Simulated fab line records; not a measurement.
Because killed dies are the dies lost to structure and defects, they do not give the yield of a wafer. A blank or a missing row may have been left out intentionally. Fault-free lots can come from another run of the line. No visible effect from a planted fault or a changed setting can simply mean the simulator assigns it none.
Struck lot and sound lot, side by side + flow nandHarc + 28 out of 1302 route steps
Sound: these wafers, L850.1, L850.2, L850.6. Wafers L856.1, L856.4, L856.6 were the ones struck. At the end, the cause is stated.
At each step with rows: each side's tool, then ch and its chambers, then its first start. Under that, the readings that differ: sound wafers + struck wafers + difference of the means + sigmas: that difference in standard deviations of wafers without a fault.
alike: readings whose means differ by less than 2 such deviations, and words and numbers that are the same on both sides. not compared: withheld readings, readings that some wafer has no value for, bounds like >300 that may hide the same value, and numbers for which the record gives no deviation and whose values overlap.
A row with sigmas, a row that says differs or no value, or rows on one side alone: a step with any of these is where the two part. Numbers that don't overlap but have no deviation are shown without sigmas and don't part them. A reading missing from all wafers of one side parts the sides only when that side holds two or more wafers.

first, 1 step without rows for these wafers: NHARC_P_ZERO_WELL_HARDBAKE_53 (time 80 s).
NHARC_P_ZERO_WELL_DESCUM_54: chemistry O2, time 3 s.
  sound on rieDiel-02 ch 0,2, day 5 00:07; struck on rieDiel-02 ch 0,1,3, day 7 12:07
  alike: chamberPressureMTorr, drypumpMotorCurrentA, oesProductAu, rfVppV, showerheadPlenumPTorr, throttleValvePct
  not compared: rfHoursCounterH
then, 5 steps without rows for these wafers: NHARC_P_ZERO_WELL_IMPLANT_55; NHARC_P_ZERO_WELL_IMPLANT_61; NHARC_P_ZERO_WELL_STRIP_56 (strips in SPM, time 840 s); NHARC_P_ZERO_WELL_PRECLEAN_68 (cleans in SC1, time 60 s); NHARC_P_ZERO_WELL_SRD_69.
NHARC_P_ZERO_WELL_RTA_42: time 300 s.
  sound on rtpAnneal-01 ch 0, day 5 01:07; struck on rtpAnneal-01 ch 0, day 7 13:07
  alike: lampPowerPct, lamp_zone_5_pct, lamp_zone_6_pct, lamp_zone_7_pct, wafer_temp_C_max
NHARC_P_ZERO_WELL_INSPECT_43:
  struck on defectInspect-01, day 7 13:47; sound on defectInspect-02, day 5 01:47
  alike: rawDefectCount
then, 3 steps without rows for these wafers: NHARC_P_STI_ETCH_26 (etches SiO2 in dHF, target depth 11 nm); NHARC_P_STI_PRECLEAN_27 (cleans in SC1); NHARC_P_STI_SRD_28.
NHARC_P_STI_OXIDE_29: material SiO2, target thk 10 nm, ox time 1362 s.
  sound on furnace-01 ch 0, day 5 06:29; struck on furnace-04 ch 0, day 7 18:09
  alike: spikeTcBottomC
then, 10 steps without rows for these wafers: NHARC_P_STI_HM_DEP_30 (deposits Si3N4, target thk 80 nm, time 873 s); NHARC_P_STI_DEHYDRATE_01 (time 120 s); NHARC_P_STI_HMDS_02 (time 30 s); NHARC_P_STI_COAT_41 (time 65 s); NHARC_P_STI_COAT_03 (resist thk 600 nm); NHARC_P_STI_SOFTBAKE_04 (time 70 s); NHARC_P_STI_EBR_05; NHARC_P_STI_EXPOSE_06 (exposes mask P STI, target cd 200 nm); NHARC_P_STI_PEB_07 (peb time 80 s); NHARC_P_STI_DEVELOP_08 (time 50 s).
NHARC_P_STI_CD_MEAS_09 targets a cd of 200 nm.
  sound on cdSem-03 ch 0, day 5 17:45; struck on cdSem-03 ch 0, day 8 05:29
  alike: cdNm
NHARC_P_STI_OVL_MEAS_10:
  struck on overlay-02, day 8 05:34; sound on overlay-02, day 5 17:50
  alike: overlayXNm, overlayYNm
NHARC_P_STI_INSPECT_11:
  struck on defectInspect-01, day 8 05:36; sound on defectInspect-01, day 5 17:52
| reading        | sound | struck         | difference | sigmas      |
|----------------|-------|----------------|------------|-------------|
| rawDefectCount | 7 1 1 | 1300 1381 1346 | +1339      | +99 or more |
then, 1 step without rows for these wafers: NHARC_P_STI_HARDBAKE_13 (time 65 s).
-- break in the record here, with 22 days between the starts of the struck wafers on either side (left off in module P_STI, picked up again in module END, where the first step shown is number 1302 on the route) --
NHARC_END_SORT_01:
  here the record holds rows for the struck wafers (prober-02 ch 0, day 29 23:57) but none for the sound ones

## WHERE THEY PART
First at NHARC_P_STI_INSPECT_11; last, within this record, at NHARC_END_SORT_01.

WHY: what had been put in by the simulator
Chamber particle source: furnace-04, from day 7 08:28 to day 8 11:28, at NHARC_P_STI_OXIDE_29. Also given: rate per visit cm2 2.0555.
